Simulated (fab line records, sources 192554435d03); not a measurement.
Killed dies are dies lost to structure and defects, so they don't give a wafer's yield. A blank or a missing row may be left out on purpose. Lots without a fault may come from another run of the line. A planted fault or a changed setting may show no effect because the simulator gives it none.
Chamber matching | flow n5_finfet | N5_BEOL_M6_DEP_56 on pecvd-04: 3 sister chambers
The step deposits SiCN from 3MS/NH3, target thk 10 nm, time 17.5 s. 6 wafers are shown with their chamber, then 8 later ones without.

WAFERS WITH THEIR CHAMBER
wafer  | chamber | showerhead_plenum_p_Torr (Torr) | throttle_valve_pct (%)
L083.1 | 2       | 3.650                           | 8.9
L087.4 | 0       | 3.670                           | 8.5
L090.2 | 1       | 3.659                           | 8.7
L090.3 | 0       | 3.672                           | 8.5
L090.6 | 1       | 3.656                           | 8.7
L092.1 | 2       | 3.649                           | 8.8

WAFERS WITHOUT THEIR CHAMBER
wafer  | showerhead_plenum_p_Torr (Torr) | throttle_valve_pct (%)
L092.4 | 3.663                           | 8.3
L092.5 | 3.655                           | 8.6
L096.1 | 3.649                           | 9.0
L096.3 | 3.655                           | 8.3
L096.6 | 3.668                           | 8.4
L094.1 | 3.651                           | 8.9
L094.4 | 3.653                           | 9.1
L094.5 | 3.672                           | 8.8

WHICH CHAMBER EACH WENT THROUGH
wafer  | from the rows above     | in truth
L092.4 | 0                       | 0
L092.5 | 1                       | 1
L096.1 | 2                       | 2
L096.3 | can't be placed: 1 or 0 | 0
L096.6 | 0                       | 0
L094.1 | 2                       | 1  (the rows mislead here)
L094.4 | 2                       | 2
L094.5 | 0                       | 0
Placed correctly: 6 of 8. Can't be placed from these rows: 1 (the true chamber is among the candidates in 1). Placed wrongly: 1.
How it was worked out, from the rows above alone: a wafer's distance from a chamber is the root of the sum, over the readings, of the square of ((its reading less the chamber's mean) divided by the reading's scatter). The wafer belongs to the nearest chamber; if the next one is less than 2 further off, it can't be placed. A chamber's mean is the mean of its shown wafers. The scatter: the root of (the sum of the squares of (reading less its chamber's mean) over the shown wafers, divided by (wafers less chambers)).
